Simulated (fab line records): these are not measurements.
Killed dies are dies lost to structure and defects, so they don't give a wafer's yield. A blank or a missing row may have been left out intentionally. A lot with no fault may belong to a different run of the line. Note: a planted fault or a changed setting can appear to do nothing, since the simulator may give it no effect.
2 desks looking at one fault || flow nandHarc || what lay behind the numbers comes last; until then each desk has only its own

== AT THE TOOL OWNER'S DESK: rieDiel-09 ==
The tool's own readings at NHARC_P_CONTACT_ETCH_18 (etches the open film in C4F8/O2/Ar, target depth 481 nm, time 240.5 s): means of the sampled wafers that have a number, for each lot that ran on this tool. A lot is out of limits, marked OUT, if its mean lies more than 4 standard deviations from the usual mean; the brackets give that distance.
Columns: A = oesProductAu at NHARC_P_CONTACT_ETCH_18, usual 0.967 a.u.; B = rfVppV at NHARC_P_CONTACT_ETCH_18, usual 977 V; C = runLengthS at NHARC_P_CONTACT_ETCH_18, usual 261.87 s
{"lot": "L117", "first seen here": "day 5 18:10", "A": 0.971, "B": 982, "C": 261.74}
{"lot": "L120", "first seen here": "day 6 15:26", "A": 0.930, "B": 977, "C": 261.64}
{"lot": "L122", "first seen here": "day 7 02:14", "A": 0.967, "B": 980, "C": 261.88}
{"lot": "L125", "first seen here": "day 7 20:41", "A": 0.951, "B": 977, "C": 262.00}
{"lot": "L129", "first seen here": "day 9 07:10", "A": 0.967, "B": 981, "C": 261.89}
{"lot": "L136", "first seen here": "day 10 06:18", "A": 0.971, "B": 982, "C": "221.09 (-99 or more) OUT"}
{"lot": "L135", "first seen here": "day 10 07:34", "A": 0.977, "B": 974, "C": "248.15 (-46) OUT"}
This desk's finding: out of limits on L135, L136; first on L136, day 10 06:18 (runLengthS at NHARC_P_CONTACT_ETCH_18). L117, L120, L122, L125, L129: within limits.

== AT THE METROLOGY DESK ==
What the gauges read, lot by lot, whatever tool the lot ran on: means of the sampled wafers that have a number. A lot is out of limits, marked OUT, if its mean lies more than 4 standard deviations from the usual mean; the brackets give that distance.
Columns: A = cdNm at NHARC_P_M0_CD_MEAS_09, usual 89.9 nm; B = overlayXNm at NHARC_P_M0_OVL_MEAS_10, usual 0.3 nm; C = overlayYNm at NHARC_P_M0_OVL_MEAS_10, usual -0.2 nm
{"lot": "L117", "first seen here": "day 6 01:23", "A": 89.9, "B": 1.8, "C": 0.8}
{"lot": "L121", "first seen here": "day 6 19:37", "A": 90.0, "B": 0.4, "C": -1.8}
{"lot": "L120", "first seen here": "day 6 20:20", "A": 89.9, "B": -0.4, "C": 1.9}
{"lot": "L122", "first seen here": "day 7 09:04", "A": 90.0, "B": 0.5, "C": 1.2}
{"lot": "L124", "first seen here": "day 8 00:34", "A": 90.2, "B": -0.6, "C": -0.9}
{"lot": "L125", "first seen here": "day 8 01:08", "A": 89.5, "B": -0.5, "C": -0.2}
{"lot": "L126", "first seen here": "day 8 06:20", "A": 89.1, "B": 1.0, "C": -1.6}
{"lot": "L128", "first seen here": "day 9 04:54", "A": 90.6, "B": 0.2, "C": 1.3}
{"lot": "L129", "first seen here": "day 9 11:00", "A": 89.9, "B": 0.1, "C": 0.4}
{"lot": "L135", "first seen here": "day 10 12:35", "A": 89.8, "B": 0.2, "C": -0.0}
{"lot": "L138", "first seen here": "day 11 01:26", "A": 89.1, "B": 0.0, "C": 0.4}
{"lot": "L139", "first seen here": "day 11 18:14", "A": 89.4, "B": 0.7, "C": -1.1}
Finding of this desk: none of the 12 lots has anything out of limits.

== PUT TOGETHER ==
On L135, L136, at day 10 06:18, an alarm was possible from the tool owner's desk.
Metrology desk: nothing out of limits seen.
The metrology desk has L135 on record, within its limits.
The metrology desk has no number on record for L136.
Of the lots named, all ran NHARC_P_CONTACT_ETCH_18 on rieDiel-09.

== WHAT WAS PUT IN BY THE SIMULATOR ==
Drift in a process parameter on rieDiel-09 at NHARC_P_CONTACT_ETCH_18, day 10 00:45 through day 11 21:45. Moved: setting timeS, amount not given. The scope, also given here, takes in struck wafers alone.
Lots struck among those shown: L135, L136.
Delay in hours, fault start to first out-of-limits reading, by desk: the tool owner's desk at 6.
